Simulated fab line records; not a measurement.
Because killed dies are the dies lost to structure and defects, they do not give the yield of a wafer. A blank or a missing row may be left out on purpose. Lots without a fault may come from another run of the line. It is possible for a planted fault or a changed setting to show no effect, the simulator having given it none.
Matching of chambers    flow nandHarc    4 sister chambers for NHARC_A_STAIRCASE_CMP_152 on cmp-02
The step polishes. 16 wafers are shown with their chamber, then 8 later ones without.

== EACH WAFER AND ITS CHAMBER ==
wafer   chamber  motorCurrentA (A)  slurryFilterDpKPa (kPa)
L074.1  3        10.0               13.40
L074.2  1        11.6               13.76
L074.3  0        11.6               13.35
L079.1  0        12.0               13.43
L079.2  3        10.2               13.60
L079.6  1        11.5               13.33
L084.2  1        11.1               13.18
L084.3  0        11.3               13.49
L084.4  2        11.9               13.42
L089.3  3        10.0               13.70
L089.5  2        11.7               13.12
L089.6  1        11.8               13.48
L090.2  0        11.8               13.63
L090.5  0        12.0               13.61
L090.6  3        9.8                13.57
L094.2  2        11.6               13.36

SIGNATURES (averages over the wafers above)
reading            chamber 0  chamber 1  chamber 2  chamber 3  scatter within a chamber
motorCurrentA      11.740     11.500     11.733     10.000     0.248
slurryFilterDpKPa  13.5020    13.4375    13.3000    13.5675    0.168
Rule: a wafer's distance from a chamber is the root of the sum, over the readings, of the square of ((its reading less the chamber's mean) divided by the reading's scatter). If the next closest chamber is less than 2 further off than the closest, the wafer can't be placed; otherwise it belongs to the closest. The scatter: take each reading less its chamber's mean, square it, sum over the shown wafers, divide by the number of wafers less the number of chambers, and take the root.

== WAFERS MISSING THEIR CHAMBER ==
wafer   motorCurrentA (A)  slurryFilterDpKPa (kPa)
L094.3  10.0               13.73
L094.5  11.8               13.43
L096.4  10.3               13.54
L096.5  12.1               13.67
L096.6  11.2               13.55
L095.1  12.2               13.56
L095.2  10.1               13.21
L095.4  10.8               13.60

== EACH ONE'S CHAMBER ==
wafer   from the rows above                in truth
L094.3  3                                  3
L094.5  can't be placed: 0 or 2 or 1       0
L096.4  3                                  3
L096.5  can't be placed: 0 or 2 or 1       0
L096.6  can't be placed: 1 or 0 or 2       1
L095.1  can't be placed: 0 or 2 or 1       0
L095.2  3                                  3
L095.4  can't be placed: 1 or 3 or 0 or 2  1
Placed correctly: 3 of 8. From these rows, 5 cannot be placed; in 5 the true chamber is one of the candidates. Number placed wrongly: 0.
